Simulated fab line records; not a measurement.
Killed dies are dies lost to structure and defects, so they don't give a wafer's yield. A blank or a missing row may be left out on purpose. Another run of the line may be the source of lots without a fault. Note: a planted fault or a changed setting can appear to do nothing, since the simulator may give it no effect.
A struck lot beside a sound one -- flow n5_finfet -- 15 out of 1938 route steps
Sound: the wafers L548.3, L548.4, L548.6. Struck: wafer L560.2. (L560.4, L560.5 of the same lot were not struck and are left out.) The cause comes at the end.
Per side, at each step with rows, come the tool, then ch with its chambers, and then its first start. Under that, the readings that differ: sound wafers -- struck wafers -- difference of the means -- sigmas: that difference in standard deviations of wafers without a fault.
alike: same words and numbers on both sides, and readings whose means sit less than 2 such deviations apart. not compared: any withheld reading, any reading some wafer has no value for, any bound like >300 that may hide the same value, and any number with overlapping values for which the record gives no deviation.
Wherever a step has rows on one side only, a row that says differs or no value, or a row with sigmas, the two part there. Numbers that have no deviation but don't overlap get no sigmas and don't part them. Lack of a reading on every wafer of one side parts them only where that side has two or more wafers.

first, 3 steps without rows for these wafers: N5_BEOL_M10_CURE_72 (cures SiCOH lowk, time 120 s); N5_BEOL_M10_DEGAS_44 (time 60 s); N5_BEOL_M10_PRE_CLEAN_45 (time 30 s).
N5_BEOL_M10_ALD_74: deposits TaN, target thk 2 nm, pulse time 2 s, purge time 3 s.
  sound on ald_metal-03 ch 0,1,3, day 12 13:49; struck on ald_metal-04 ch 1, day 15 14:25
  alike: heater_power_w
N5_BEOL_M10_SURFACE_TREAT_76:
  sound: pvd_sputter-01 at day 12 14:09; struck: pvd_sputter-03 at day 15 14:52
  not compared: throttle_valve_pct
then, 1 step without rows for these wafers: N5_BEOL_M10_CVD_75 (deposits Co from CCTBA/H2, target thk 2 nm, time 138.9 s).
N5_BEOL_M10_SPUTTER_48: material Cu, target thk 12 nm, time 2 s.
  sound: pvd_sputter-01 at day 12 14:20; struck: pvd_sputter-03 at day 15 15:20
  alike: cathode_dc_power_W, chamber_pressure_pa, throttle_valve_pct
then, 1 step without rows for these wafers: N5_BEOL_M10_ECD_50 (material Cu, target thk 318 nm).
N5_BEOL_M10_ANNEAL_51: time 90 s.
  sound on rtp_anneal-02 ch 0, day 12 15:03; struck on rtp_anneal-02 ch 0, day 15 16:11
  alike: wafer_temp_C_max
N5_BEOL_M10_CMP_52: polishes, stops on SiCOH lowk, t overpolish 7 s, target thk 140 nm.
  sound on cmp-03 ch 1,2, day 12 15:16; struck on cmp-02 ch 2, day 15 16:26
  alike: barrier_field_endpoint_s, motor_current_A, overpolish_run_s, time_to_endpoint_s
N5_BEOL_M10_THK_MEAS_53: measures by xrf.
  sound: film_metro-01 at day 12 15:34; struck: film_metro-01 at day 15 16:44
  alike: M10_THK
then, 1 step without rows for these wafers: N5_BEOL_M10_PRE_CLEAN_55 (time 15 s).
N5_BEOL_M10_DEP_56: deposits SiCN from 3MS/NH3, target thk 15 nm, time 26.5 s.
  sound on pecvd-04 ch 0,1,2, day 12 15:37; struck on pecvd-01 ch 1, day 15 16:47
reading,sound,struck,difference,sigmas
model.SiCN_of_BEOL_M10_DEP_56.thk_nm (nm),14.8 15.2 15.4,13.4,-1.7,
  alike: showerhead_plenum_p_Torr, throttle_valve_pct
N5_BEOL_M10_RS_MEAS_57: measures by four-point-probe.
  sound: film_metro-01 at day 12 15:41; struck: film_metro-02 at day 15 16:52
  alike: M10_RS
N5_PASSIVATION_PROBE_49:
  sound: prober-01 at day 14 11:53; struck: prober-01 at day 17 16:30
  alike: defect_limited_yield, killed_at_M0_to_M3, killed_at_M4_up, killed_at_contacts, killed_at_front_end, killed_at_other, killed_dies, killed_open, killed_short, sort_bin_5_function, sort_bin_6_memory, sort_bin_8_speed, sort_n_pass, sort_yield_pct

## WHERE THEY PART
Nowhere in this record.

WHY: what the simulator had put in
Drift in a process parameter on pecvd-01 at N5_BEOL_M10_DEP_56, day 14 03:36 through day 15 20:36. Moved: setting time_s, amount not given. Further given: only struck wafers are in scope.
